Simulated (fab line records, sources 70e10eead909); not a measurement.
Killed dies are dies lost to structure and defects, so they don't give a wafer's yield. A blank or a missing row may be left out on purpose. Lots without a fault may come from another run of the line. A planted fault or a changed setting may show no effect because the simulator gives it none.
Chamber matching | flow nand_harc | NHARC_P_GATE_ETCH_32 on rie_si-03: 4 sister chambers
The step etches the open film in HBr/Cl2, target depth 150 nm, time 100.1 s. 24 wafers are shown with their chamber, then 12 later ones without.

WAFERS WITH THEIR CHAMBER
wafer  | chamber | drypump_motor_current_A (A) | bias_w (W) | throttle_valve_pct (%)
L074.2 | 1       | 5.6                         | 100.33     | 26.400
L074.4 | 2       | 5.3                         | 100.42     | 26.400
L074.6 | 2       | 5.3                         | 100.06     | 26.426
L077.1 | 1       | 5.7                         | 99.76      | 26.405
L077.3 | 2       | 5.3                         | 100.18     | 26.405
L077.5 | 3       | 5.5                         | 99.64      | 26.392
L080.4 | 0       | 5.4                         | 99.71      | 26.401
L080.5 | 1       | 5.7                         | 100.35     | 26.408
L080.6 | 0       | 5.4                         | 99.63      | 26.391
L082.1 | 2       | 5.3                         | 100.24     | 26.407
L082.2 | 3       | 5.5                         | 100.14     | 26.389
L082.4 | 1       | 5.7                         | 100.18     | 26.413
L084.1 | 0       | 5.4                         | 99.38      | 26.407
L084.2 | 1       | 5.7                         | 99.98      | 26.404
L084.3 | 2       | 5.3                         | 99.67      | 26.397
L087.1 | 0       | 5.4                         | 100.07     | 26.405
L087.2 | 2       | 5.3                         | 100.22     | 26.396
L087.6 | 1       | 5.7                         | 99.93      | 26.424
L089.1 | 3       | 5.5                         | 100.01     | 26.420
L089.4 | 2       | 5.3                         | 99.94      | 26.411
L089.5 | 2       | 5.3                         | 100.58     | 26.397
L090.1 | 3       | 5.5                         | 100.05     | 26.387
L090.5 | 1       | 5.7                         | 100.11     | 26.418
L090.6 | 2       | 5.3                         | 99.86      | 26.395

SIGNATURES (means of the wafers above)
reading                 | chamber 0 | chamber 1 | chamber 2 | chamber 3 | scatter within a chamber
drypump_motor_current_A | 5.400     | 5.686     | 5.300     | 5.500     | 0.0207
bias_w                  | 99.6975   | 100.0914  | 100.1300  | 99.9600   | 0.255
throttle_valve_pct      | 26.40100  | 26.41029  | 26.40378  | 26.39700  | 0.0103
Rule: a wafer's distance from a chamber is the root of the sum, over the readings, of the square of ((its reading less the chamber's mean) divided by the reading's scatter). The wafer belongs to the nearest chamber; if the next one is less than 2 further off, it can't be placed. The scatter: the root of (the sum of the squares of (reading less its chamber's mean) over the shown wafers, divided by (wafers less chambers)).

WAFERS WITHOUT THEIR CHAMBER
wafer  | drypump_motor_current_A (A) | bias_w (W) | throttle_valve_pct (%)
L091.1 | 5.3                         | 100.53     | 26.411
L091.4 | 5.4                         | 99.83      | 26.397
L091.5 | 5.7                         | 100.03     | 26.414
L092.1 | 5.7                         | 100.13     | 26.410
L092.3 | 5.4                         | 99.94      | 26.401
L092.5 | 5.3                         | 100.48     | 26.401
L093.2 | 5.3                         | 100.05     | 26.414
L093.3 | 5.4                         | 99.78      | 26.395
L093.6 | 5.5                         | 100.20     | 26.397
L097.1 | 5.4                         | 99.70      | 26.409
L097.2 | 5.3                         | 100.19     | 26.413
L097.3 | 5.7                         | 99.64      | 26.407

WHICH CHAMBER EACH WENT THROUGH
wafer  | from the rows above | in truth
L091.1 | 2                   | 2
L091.4 | 0                   | 0
L091.5 | 1                   | 1
L092.1 | 1                   | 1
L092.3 | 0                   | 0
L092.5 | 2                   | 2
L093.2 | 2                   | 2
L093.3 | 0                   | 0
L093.6 | 3                   | 3
L097.1 | 0                   | 0
L097.2 | 2                   | 2
L097.3 | 1                   | 1
Placed correctly: 12 of 12. Can't be placed from these rows: 0. Placed wrongly: 0.
